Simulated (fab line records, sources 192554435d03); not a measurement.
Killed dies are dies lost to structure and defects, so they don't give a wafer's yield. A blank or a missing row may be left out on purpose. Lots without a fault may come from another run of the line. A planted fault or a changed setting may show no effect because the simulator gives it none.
Problem report in the 8D (eight disciplines) form, filled by code | flow n5_finfet | the parts of the form that need people (team, actions taken, sign-off) are left out

1. THE PROBLEM
oes_product_au at N5_FIN_SAQP_ETCH_64 reads a mean of 1.181 a.u. on 3 wafers of 2 lots; wafers without a fault read 0.995 a.u. with a standard deviation of 0.016. That is +12 standard deviations from the usual mean.
The step: etches SiO2 in CF4, target depth 1.5 nm.
First seen on wafer L739.5, day 4 07:53, on rie_si-06. The record holds 18 wafers of 6 lots with a number at this step. Rule for "out", or "out of limits": more than 4 standard deviations from the usual mean. The other wafers with a number count as sound.

2. WHAT IT IS AND WHAT IT IS NOT
question                    | is                     | is not
which readings at this step | oes_product_au         | drypump_motor_current_A, throttle_valve_pct
which lots                  | L739, L744             | L734, L736, L742, L748
which wafers of those lots  | L739.5, L744.5, L744.6 | L739.1, L739.2, L744.1
read on which tools         | rie_si-06              | rie_si-01, rie_si-04
when                        | from day 4 07:53       | up to then (8 sound wafers); but 7 sound wafers of L742, L744, L748 came after

3. SUSPECTS, AND WHAT RULES EACH OUT
Counting: a tool at a process step up to the reading stays a suspect if it ran every lot that is out. Sound lots after the first of them don't rule it out here, since some wafers of a struck lot are sound.
- rie_diel-01 at N5_FIN_SAQP_ETCH_34 (etches SiO2 in C4F6/O2, target depth 45 nm, time 15 s): kept. It ran every lot that is out, first L739 (day 4 07:41).
- rie_diel-01 at N5_FIN_SAQP_STRIP_77 (strips in N2/H2, time 90 s): kept. It ran every lot that is out, first L739 (day 4 07:43).
- rie_si-06 at N5_FIN_SAQP_ETCH_64 (etches SiO2 in CF4, target depth 1.5 nm): kept. It ran every lot that is out, first L739 (day 4 07:53); its last sound lot up to then is L736 (day 3 14:34). Its own readings are out on those wafers: oes_product_au.
Left after counting: rie_diel-01 at N5_FIN_SAQP_ETCH_34, rie_diel-01 at N5_FIN_SAQP_STRIP_77, rie_si-06 at N5_FIN_SAQP_ETCH_64.

4. THE CAUSE (what the simulator had put in)
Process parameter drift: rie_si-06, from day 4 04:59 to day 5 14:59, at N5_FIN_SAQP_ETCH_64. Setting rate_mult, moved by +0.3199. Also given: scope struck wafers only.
Counting left 3 suspects, and this tool is among them.

5. THE CHAIN OF EFFECTS, in route order
Each row: a reading whose mean over the struck wafers that have a number lies more than 3 standard deviations from the usual. Only readings for which the record gives a usual standard deviation are gone through. hours: the time from each lot's start at the first step in this table that gives one to its start at this step, as a median over the lots. sigmas: the change in usual standard deviations.
hours | step                | reading        | usual      | on struck wafers | change | sigmas
0     | N5_FIN_SAQP_ETCH_64 | oes_product_au | 0.995 a.u. | 1.181            | +0.186 | +12
The process steps in it:
- N5_FIN_SAQP_ETCH_64: etches SiO2 in CF4, target depth 1.5 nm.

6. WHAT WOULD HAVE CAUGHT IT SOONER
In this record the first reading out of limits was taken at day 4 07:53, 3 hours after the fault began at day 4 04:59.
